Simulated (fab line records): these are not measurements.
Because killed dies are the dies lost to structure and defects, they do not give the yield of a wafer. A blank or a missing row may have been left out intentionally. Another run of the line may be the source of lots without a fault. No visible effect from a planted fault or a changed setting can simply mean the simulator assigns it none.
Matching of chambers + flow n5-finfet + N5_HKMG_FIN_ETCH_32 on rie-diel-03: 4 sister chambers
The step etches SOC in N2/H2, target depth 240 nm, time 300 s. 4 wafers are shown with their chamber, then 6 later ones without.

EACH WAFER AND ITS CHAMBER
| wafer  | chamber | showerhead-plenum-p-Torr (Torr) |
|--------|---------|---------------------------------|
| L310.6 | 1       | 2.61                            |
| L316.1 | 2       | 2.52                            |
| L316.2 | 3       | 2.60                            |
| L316.3 | 0       | 2.35                            |

WAFERS WITHOUT THEIR CHAMBER
| wafer  | showerhead-plenum-p-Torr (Torr) |
|--------|---------------------------------|
| L317.2 | 2.60                            |
| L317.3 | 2.35                            |
| L317.4 | 2.35                            |
| L320.1 | 2.60                            |
| L320.2 | 2.51                            |
| L320.4 | 2.35                            |

CHAMBER TAKEN BY EACH
| wafer  | from the rows above | in truth                   |
|--------|---------------------|----------------------------|
| L317.2 | 3                   | 3                          |
| L317.3 | 0                   | 0                          |
| L317.4 | 0                   | 0                          |
| L320.1 | 3                   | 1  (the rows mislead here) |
| L320.2 | 2                   | 2                          |
| L320.4 | 0                   | 0                          |
Correctly placed: 5 of 6. Left unplaced by these rows: 0. Number placed wrongly: 1.
How it was worked out, from the rows above alone: a wafer's distance from a chamber is the root of the sum, over the readings, of the square of ((its reading less the chamber's mean) divided by the reading's scatter). The wafer belongs to the nearest chamber; if the next one is less than 2 further off, it can't be placed. Each chamber's mean is taken over the wafers shown for it. The scatter (one wafer shown for each chamber): square how far every hidden wafer sits from the nearest shown wafer, average those squares and take the square root.
